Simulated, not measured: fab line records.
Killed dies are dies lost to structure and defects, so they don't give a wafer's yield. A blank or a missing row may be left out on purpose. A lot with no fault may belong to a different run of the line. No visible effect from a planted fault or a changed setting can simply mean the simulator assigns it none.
A struck lot beside a sound one    flow n5_finfet    35 out of 1938 route steps
Sound: these wafers, L849.2, L849.4, L849.6. Struck: wafer L855.5 (left out: L855.1, a lot-mate that was not struck); the cause follows at the end.
Per side, at each step with rows, come the tool, then ch with its chambers, and then its first start. Under that, the readings that differ: sound wafers    struck wafers    difference of the means    sigmas: that difference in standard deviations of wafers without a fault.
alike: readings with means less than 2 such deviations apart, plus words and numbers identical on both sides. not compared: withheld readings, readings lacking a value on some wafer, bounds such as >300 that could conceal the same value, and numbers that have no deviation in the record and whose values overlap.
The two part at a step that has a row with sigmas, a row that says differs or no value, or rows on one side only. When numbers do not overlap yet have no deviation, they are printed without sigmas and do not part them. A reading that every wafer of one side lacks parts them only if that side has two wafers or more.

first, 9 steps without rows for these wafers: N5_MOL_CONTACT_COAG_SRD_128 (dry time 32 s); N5_MOL_CONTACT_COAG_CMP_52 (polishes, stops on SiO2, t overpolish 1.5 s, target thk 66.5 nm); N5_MOL_CONTACT_COAG_ANNEAL_112 (time 1800 s); N5_BEOL_M0_SAQP_PECVD_00 (deposits SiCN from 3MS/NH3, target thk 8 nm, time 14 s); N5_BEOL_M0_SAQP_ILD_DEP_01 (deposits SiOC from DEMS/O2, target thk 45.419 nm, time 8.7 s); N5_BEOL_M0_SAQP_HM_DEP_02 (deposits TiN, target thk 12 nm); N5_BEOL_M0_SAQP_PECVD_03 (deposits SiCN from 3MS/NH3, target thk 12 nm, time 21.1 s); N5_BEOL_M0_SAQP_PECVD_96 (deposits a-Si from SiH4/He, target thk 45 nm, time 45.2 s); N5_BEOL_M0_SAQP_PECVD_97 (deposits SiNx from SiH4/NH3/N2, target thk 23 nm, time 19.9 s).
N5_BEOL_M0_SAQP_PECVD_04: deposits a-Si from SiH4/He, target thk 60 nm, time 60.2 s.
  sound on pecvd-04 ch 0,1,2, day 8 10:37; struck on pecvd-04 ch 0, day 9 17:38
reading                                          sound         struck  difference  sigmas
model.a-Si_of_BEOL_M0_SAQP_PECVD_04.thk_nm (nm)  60 60.2 60.8  77.2    +16.9       
  alike: heater_power_outer_w, heater_power_w, showerhead_plenum_p_Torr, throttle_valve_pct
N5_BEOL_M0_SAQP_THK_MEAS_05:
  sound on film_metro-01 at day 8 10:43; struck on film_metro-01 at day 9 17:43
reading      sound           struck  difference  sigmas
thk_nm (nm)  60.0 60.2 60.7  77.3    +17.0       +22
then, 15 steps without rows for these wafers: N5_BEOL_M0_SAQP_HM_DEP_111 (deposits SiO2 from SiH4/N2O, target thk 12 nm, time 7.2 s); N5_BEOL_M0_SAQP_COAT_81 (time 60 s, resist thk 100 nm); N5_BEOL_M0_SAQP_COAT_82 (time 60 s, resist thk 30 nm); N5_BEOL_M0_SAQP_COAT_08 (resist thk 90 nm); N5_BEOL_M0_SAQP_EBR_10; N5_BEOL_M0_SAQP_SOFTBAKE_09 (time 60 s); N5_BEOL_M0_SAQP_EXPOSE_11 (exposes mask M0 CORE, target cd 42 nm); N5_BEOL_M0_SAQP_PEB_12 (peb time 60 s); N5_BEOL_M0_SAQP_DEVELOP_13 (develop time 30 s); N5_BEOL_M0_SAQP_DESCUM_19 (chemistry O2, time 7.9 s); N5_BEOL_M0_SAQP_ETCH_83 (etches SiARC in CF4, target depth 39 nm, time 65 s); N5_BEOL_M0_SAQP_ETCH_84 (etches SOC in N2/H2, target depth 100 nm, overetch 20 nm, time 150 s); N5_BEOL_M0_SAQP_STRIP_80 (strips in N2/H2); N5_BEOL_M0_SAQP_HM_OPEN_112 (chemistry CHF3/O2, target SiO2, stops on a-Si, target depth 12 nm, time 13.5 s); N5_BEOL_M0_SAQP_STRIP_113 (strips in CHF3/O2).
N5_BEOL_M0_SAQP_MANDREL_ETCH_20: etches a-Si in HBr/Cl2, stops on SiNx, target depth 60 nm, bt time 10 s, time 30 s.
  sound on rie_si-04 ch 2,3, day 8 11:32; struck on rie_si-01 ch 1, day 9 18:57
reading                   sound              struck  difference  sigmas
oes_product_au (a.u.)     0.772 0.764 0.764  0.906   +0.139      +9
model.etch.depth_nm (nm)  60.04 60.25 60.71  77.3    +17.0       
  alike: drypump_motor_current_A, throttle_valve_pct
  not compared: rf_hours_counter_h
then, 5 steps without rows for these wafers: N5_BEOL_M0_SAQP_STRIP_86 (strips in N2/H2); N5_BEOL_M0_SAQP_STRIP_115 (strips in post etch residue remover, time 60 s); N5_BEOL_M0_SAQP_SRD_93 (time 30 s); N5_BEOL_M0_SAQP_RECESS_114 (chemistry HF/NH3, target SiO2, target depth 14.4 nm, afs cycles 3, sublimation time 60 s); N5_BEOL_M0_SAQP_SPACER1_ALD_98 (deposits SiO2, target thk 12.8 nm, pulse time 1 s, purge time 2 s).
N5_BEOL_M0_SAQP_SPACER1_ETCHBACK_99: etches SiO2 in CHF3/O2, target depth 15.4 nm, time 7.7 s.
  sound on rie_diel-03 ch 1,2,3, day 8 13:46; struck on rie_diel-03 ch 0, day 9 20:02
reading                                          sound              struck  difference  sigmas
throttle_valve_pct (%)                           19.01 18.77 18.83  19.33   +0.46       +2
model.a-Si_of_BEOL_M0_SAQP_PECVD_04.thk_nm (nm)  59.4 59.6 60       76.6    +16.9       
  alike: drypump_motor_current_A, oes_product_au, rf_vpp_V, showerhead_plenum_p_Torr
  not compared: rf_hours_counter_h
then, 1 step without rows for these wafers: N5_BEOL_M0_SAQP_MANDREL1_REMOVE_100 (chemistry HBr/Cl2/O2, target a-Si, stops on SiNx, bt time 10 s).
-- record jumps: 2 days separate the struck wafers' starts on either side; left off in module BEOL_M0_SAQP, taken up again in module BEOL_M4, whose first shown step is the route's number 1111 --
N5_BEOL_M4_RC_MEAS_101:
  sound on prober-01 ch 0, day 11 10:52; struck on prober-01 ch 0, day 12 03:20
  alike: DIBL_N, DIBL_P, IOFF_N, IOFF_P, ION_N, ION_P, SS_N, SS_P, VT_N, VT_P

== WHERE THEY PART ==
First at N5_BEOL_M0_SAQP_THK_MEAS_05; last, within this record, at N5_BEOL_M0_SAQP_SPACER1_ETCHBACK_99. Later steps at which nothing parts them and some readings are alike: N5_BEOL_M4_RC_MEAS_101.

WHY: whatever the simulator had introduced
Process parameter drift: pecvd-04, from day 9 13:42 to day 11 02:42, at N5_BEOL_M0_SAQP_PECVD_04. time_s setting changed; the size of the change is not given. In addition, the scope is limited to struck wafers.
